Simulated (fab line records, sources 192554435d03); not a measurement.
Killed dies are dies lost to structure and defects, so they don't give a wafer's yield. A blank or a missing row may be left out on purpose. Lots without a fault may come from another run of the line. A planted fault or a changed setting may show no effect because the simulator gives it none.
One fault seen from 2 desks | flow n5_finfet | each desk has only its own numbers; what lay behind them comes last

THE TOOL OWNER'S DESK: pecvd-04
The tool's own readings at N5_BEOL_M3_ILD_DEP_00 (deposits SiOC from DEMS/O2, target thk 79 nm, time 15.3 s): means of the sampled wafers that have a number, for each lot that ran on this tool. A lot is out of limits, marked OUT, if its mean lies more than 4 standard deviations from the usual mean; the brackets give that distance.
Columns: A = heater_power_outer_w at N5_BEOL_M3_ILD_DEP_00, usual 277 W; B = heater_power_w at N5_BEOL_M3_ILD_DEP_00, usual 504 W; C = showerhead_plenum_p_Torr at N5_BEOL_M3_ILD_DEP_00, usual 5.695 Torr; D = throttle_valve_pct at N5_BEOL_M3_ILD_DEP_00, usual 12.0 %
lot  | first seen here | A   | B   | C     | D
L378 | day 8 00:10     | 280 | 503 | 5.700 | 12.2
L380 | day 8 19:49     | 263 | 475 | 5.705 | 12.4
L383 | day 9 18:13     | 240 | 427 | 5.701 | 12.2
L388 | day 10 16:11    | 279 | 498 | 5.697 | 12.0
L394 | day 12 08:28    | 272 | 468 | 5.708 | 11.4
This desk's finding: nothing out of limits on any of the 5 lots.

THE METROLOGY DESK
What the gauges read, lot by lot, whatever tool the lot ran on: means of the sampled wafers that have a number. A lot is out of limits, marked OUT, if its mean lies more than 4 standard deviations from the usual mean; the brackets give that distance. Of its 12 readings 7 are shown: the one that was out of limits first, and those that lie furthest out on some lot.
Columns: A = M3_ILD_THK at N5_BEOL_M3_THK_MEAS_01, usual 79.0 nm; B = DIBL_N at N5_BEOL_M4_RC_MEAS_101, usual 36.3 mV/V; C = DIBL_P at N5_BEOL_M4_RC_MEAS_101, usual 35.7 mV/V; D = IOFF_N at N5_BEOL_M4_RC_MEAS_101, usual 0.155 nA/um; E = IOFF_P at N5_BEOL_M4_RC_MEAS_101, usual 0.204 nA/um; F = ION_N at N5_BEOL_M4_RC_MEAS_101, usual 671 uA/um; G = SS_N at N5_BEOL_M4_RC_MEAS_101, usual 71.5 mV/dec
lot  | first seen here | A              | B    | C    | D     | E     | F   | G
L375 | day 7 15:32     | 80.5           | 35.7 | 34.5 | 0.136 | 0.199 | 666 | 70.8
L374 | day 7 15:55     | 79.3           | 35.3 | 34.0 | 0.150 | 0.201 | 666 | 71.5
L377 | day 7 22:09     | 78.6           | 36.5 | 36.8 | 0.175 | 0.196 | 677 | 71.1
L378 | day 8 00:05     | 79.0           | 35.7 | 34.5 | 0.147 | 0.226 | 668 | 70.9
L380 | day 8 19:44     | 78.6           | 38.9 | 37.6 | 0.191 | 0.246 | 675 | 72.4
L381 | day 8 22:04     | 79.0           | 36.0 | 35.7 | 0.144 | 0.179 | 669 | 71.3
L382 | day 9 15:12     | 78.6           | 35.4 | 35.9 | 0.157 | 0.233 | 677 | 71.6
L383 | day 9 18:10     | 79.4           | 35.7 | 34.6 | 0.144 | 0.211 | 670 | 71.9
L384 | day 10 00:55    | 79.5           | 36.7 | 37.0 | 0.159 | 0.200 | 673 | 71.7
L388 | day 10 16:07    | 67.6 (-11) OUT | 36.4 | 33.8 | 0.145 | 0.165 | 666 | 71.5
L394 | day 12 08:25    | 53.3 (-26) OUT | 34.7 | 33.2 | 0.120 | 0.159 | 655 | 72.0
L395 | day 12 08:32    | 79.7           | 36.8 | 36.6 | 0.172 | 0.230 | 674 | 71.2
L396 | day 12 14:54    | 79.6           | 34.5 | 34.6 | 0.117 | 0.176 | 653 | 71.3
L397 | day 12 19:25    | 78.8           | 35.9 | 35.0 | 0.146 | 0.183 | 669 | 71.7
This desk's finding: out of limits on L388, L394; first on L388, day 10 16:15 (M3_ILD_THK at N5_BEOL_M3_THK_MEAS_01). In limits: L375, L374, L377, L378, L380, L381, L382, L383, L384, L395, L396, L397.

PUT TOGETHER
The metrology desk could have raised an alarm at day 10 16:15, on L388, L394.
The tool owner's desk saw nothing out of limits.
The tool owner's desk has L388, L394 on record, within its limits.
Of the lots named, all ran N5_BEOL_M3_ILD_DEP_00 on pecvd-04.

WHAT THE SIMULATOR HAD PUT IN
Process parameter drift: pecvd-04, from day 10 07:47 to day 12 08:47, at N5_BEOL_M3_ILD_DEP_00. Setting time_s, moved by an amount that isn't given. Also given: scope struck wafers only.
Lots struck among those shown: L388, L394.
Hours from the fault's start to each desk's first reading out of limits: the metrology desk, 8.
